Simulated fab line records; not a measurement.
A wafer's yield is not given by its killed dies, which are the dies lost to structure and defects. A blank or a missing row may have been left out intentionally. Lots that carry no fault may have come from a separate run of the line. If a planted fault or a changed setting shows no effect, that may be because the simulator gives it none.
The same fault as seen by 2 desks / flow n5-finfet / every desk sees just its own numbers, and what lay behind them comes last

## METROLOGY DESK
What the gauges read for every lot (on any tool): the sampled wafers with a number, averaged. Any lot whose mean is over 4 standard deviations away from the usual mean is out of limits and marked OUT; that distance is given in the brackets.
Columns: A = M8_ILD_THK at N5_BEOL_M8_THK_MEAS_01, usual 155.1 nm
lot=L602; first seen here=day 9 11:09; A=155.4
lot=L605; first seen here=day 9 21:17; A=156.8
lot=L606; first seen here=day 10 03:09; A=154.8
lot=L607; first seen here=day 10 04:34; A=155.5
lot=L609; first seen here=day 10 22:40; A=154.7
lot=L612; first seen here=day 11 18:18; A=152.9
lot=L613; first seen here=day 12 04:34; A=155.5
lot=L622; first seen here=day 14 01:58; A=171.9 (+7.7) OUT
lot=L624; first seen here=day 14 14:04; A=154.9
lot=L623; first seen here=day 14 23:35; A=170.3 (+6.9) OUT
This desk finds L622, L623 out of limits, with the earliest case on L622 at day 14 01:58 (M8_ILD_THK at N5_BEOL_M8_THK_MEAS_01). L602, L605, L606, L607, L609, L612, L613, L624 stayed within limits.

## FOR THE TOOL OWNER'S DESK: pecvd-04
The tool's own readings at N5_BEOL_M8_ILD_DEP_00 (deposits SiCOH lowk from DEMS/porogen, target thk 179.75 nm, time 33.4 s): means of the sampled wafers that have a number, for each lot that ran on this tool. Any lot whose mean is over 4 standard deviations away from the usual mean is out of limits and marked OUT; that distance is given in the brackets.
Columns: A = heater-power-w at N5_BEOL_M8_ILD_DEP_00, usual 339 W; B = showerhead-plenum-p-Torr at N5_BEOL_M8_ILD_DEP_00, usual 5.741 Torr; C = susceptor-temp-C at N5_BEOL_M8_ILD_DEP_00, usual 299.99 C; D = throttle-valve-pct at N5_BEOL_M8_ILD_DEP_00, usual 13.8 %
lot=L609; first seen here=day 10 21:37; A=323; B=5.746; C=300.08; D=13.5
lot=L612; first seen here=day 11 17:43; A=359; B=5.760; C=300.12; D=14.0
lot=L622; first seen here=day 14 01:24; A=311; B=5.753; C=281.40 (-98) OUT; D=14.2
lot=L623; first seen here=day 14 22:32; A=213; B=5.749; C=281.34 (-98) OUT; D=13.3
This desk finds L622, L623 out of limits, L622 being first, at day 14 01:24 (susceptor-temp-C at N5_BEOL_M8_ILD_DEP_00). L609, L612 stayed within limits.

## TAKEN TOGETHER
An alarm could have come from the tool owner's desk at day 14 01:24, on L622, L623.
An alarm was possible from the metrology desk at day 14 01:58, on L622, L623.
On pecvd-04, each named lot ran N5_BEOL_M8_ILD_DEP_00.

## WHAT HAD BEEN PUT IN BY THE SIMULATOR
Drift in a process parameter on pecvd-04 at N5_BEOL_M8_ILD_DEP_00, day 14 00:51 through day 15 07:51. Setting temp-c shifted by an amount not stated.
Struck lots among those shown: L622, L623.
Fault start to first reading out of limits, in hours, per desk: tool owner, 1; metrology, 1.
